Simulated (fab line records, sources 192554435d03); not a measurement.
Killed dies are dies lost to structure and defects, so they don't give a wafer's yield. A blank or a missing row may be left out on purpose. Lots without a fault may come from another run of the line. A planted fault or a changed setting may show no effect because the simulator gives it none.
A struck lot beside a sound one | flow n5_finfet | 17 steps out of a route of 1938
Sound: wafers L418.1, L418.4, L418.5. Struck: wafers L432.3, L432.5, L432.6. The cause comes at the end.
At each step with rows: each side's tool, then ch and its chambers, then its first start. Under that, the readings that differ: sound wafers | struck wafers | difference of the means | sigmas: that difference in standard deviations of wafers without a fault.
alike: readings whose means differ by less than 2 such deviations, and words and numbers that are the same on both sides. not compared: withheld readings, readings that some wafer has no value for, bounds like >300 that may hide the same value, and numbers for which the record gives no deviation and whose values overlap.
The two part at a step that has a row with sigmas, a row that says differs or no value, or rows on one side only. Numbers that don't overlap but have no deviation are shown without sigmas and don't part them. A reading that every wafer of one side lacks parts them only if that side has two wafers or more.

first, 8 steps without rows for these wafers: N5_SD_EPI_P_COAT_34 (time 60 s, resist thk 350 nm); N5_SD_EPI_P_COAT_35 (time 60 s, resist thk 35 nm); N5_SD_EPI_P_COAT_03 (resist thk 150 nm); N5_SD_EPI_P_EBR_05; N5_SD_EPI_P_SOFTBAKE_04 (time 60 s); N5_SD_EPI_P_EXPOSE_06 (exposes mask SD P BLK, target cd 240 nm); N5_SD_EPI_P_PEB_07 (peb time 60 s); N5_SD_EPI_P_DEVELOP_08 (develop time 30 s).
N5_SD_EPI_P_CD_MEAS_09: target cd 240 nm.
  sound on cd_sem-01 ch 0, day 3 10:33; struck on cd_sem-03 ch 0, day 6 17:49
  alike: cd_nm
N5_SD_EPI_P_OVL_MEAS_10:
  sound on overlay-02 ch 0, day 3 10:35; struck on overlay-01 ch 0, day 6 17:50
  reading           | sound       | struck      | difference | sigmas
  SD_P_BLK_OVL (nm) | 0.5 0.4 0.7 | 2.6 2.3 1.2 | +1.5       | +2
N5_SD_EPI_P_INSPECT_11: inspects for defects (macro).
  sound on defect_inspect-02, day 3 10:36; struck on defect_inspect-01, day 6 17:52
  alike: raw_defect_count
N5_SD_EPI_P_DESCUM_14: chemistry O2, time 7.9 s.
  sound on rie_diel-04 ch 0,1, day 3 10:38; struck on rie_diel-06 ch 1,2, day 6 17:57
  alike: chamber_pressure_mTorr, drypump_motor_current_A, oes_product_au, rf_vpp_V, showerhead_plenum_p_Torr, throttle_valve_pct
  not compared: rf_hours_counter_h
N5_SD_EPI_P_ETCH_36: etches SiARC in CF4, target depth 45.5 nm, time 75.8 s.
  sound on rie_diel-04 ch 0,1, day 3 10:40; struck on rie_diel-06 ch 1,2, day 6 17:59
  no value came back on the struck wafers for any of 9 readings (bias_w (W), cf4_flow_sccm (sccm) and others); on the sound wafers bias_w (W) reads 35.95 36.10 36.05
  reading                                             | sound             | struck          | difference | sigmas
  model.CAR-ArF-block_of_SD_EPI_P_COAT_03.thk_nm (nm) | 111.4 111.2 111.4 | 143.2 143 143.2 | +31.8      |
  not compared: rf_hours_counter_h
N5_SD_EPI_P_ETCH_37: etches SOC in N2/H2, overetch 108 nm, time 486 s.
  sound on rie_diel-04 ch 0,1, day 3 10:44; struck on rie_diel-06 ch 1,2, day 6 18:03
  reading                        | sound                | struck               | difference | sigmas
  chamber_pressure_mTorr (mTorr) | 19.985 20.012 20.012 | 19.964 19.960 19.950 | -0.045     | -2
  oes_product_au (a.u.)          | 0.80 0.81 0.64       | 0.27 0.28 0.27       | -0.48      | -6
  alike: bias_w, drypump_motor_current_A, rf_vpp_V, showerhead_plenum_p_Torr, throttle_valve_pct
  not compared: rf_hours_counter_h
then, 1 step without rows for these wafers: N5_SD_EPI_P_STRIP_38 (strips in N2/H2).
N5_BEOL_M4_RC_MEAS_101:
  the record has rows for the sound wafers here (prober-02 ch 0, day 7 22:27) and none for the struck ones
-- the record jumps here: 9 days lie between the struck wafers' starts before and after (it left off in module BEOL_M4 and takes up again in module PASSIVATION, whose first step shown is number 1936 of the route) --
N5_PASSIVATION_PROBE_49:
  sound on prober-02, day 12 00:19; struck on prober-02, day 15 15:31
  reading                  | sound          | struck         | difference | sigmas
  defect_limited_yield (%) | 93.7 91.0 93.4 | 0 0 0          | -93        | -62
  killed_at_front_end      | 23 29 15       | 1137 1136 1121 | +1109      | +85
  killed_dies              | 74 106 78      | 1180 1180 1180 | +1094      | +61
  killed_on_rim            | 13 16 8        | 152 152 152    | +140       | +35
  sort_bin_5_function (%)  | 3.7 5.5 3.7    | 97.4 96.9 95.9 | +92.4      | +92
  sort_n_pass              | 1106 1074 1102 | 0 0 0          | -1094      | -61
  sort_yield_pct (%)       | 93.7 91.0 93.4 | 0 0 0          | -93        | -62
  alike: killed_at_M0_to_M3, killed_at_M4_up, killed_at_contacts, killed_at_other, killed_open, killed_short, sort_bin_6_memory

WHERE THEY PART
First at N5_SD_EPI_P_OVL_MEAS_10; last, within this record, at N5_PASSIVATION_PROBE_49.

WHY: what the simulator had put in
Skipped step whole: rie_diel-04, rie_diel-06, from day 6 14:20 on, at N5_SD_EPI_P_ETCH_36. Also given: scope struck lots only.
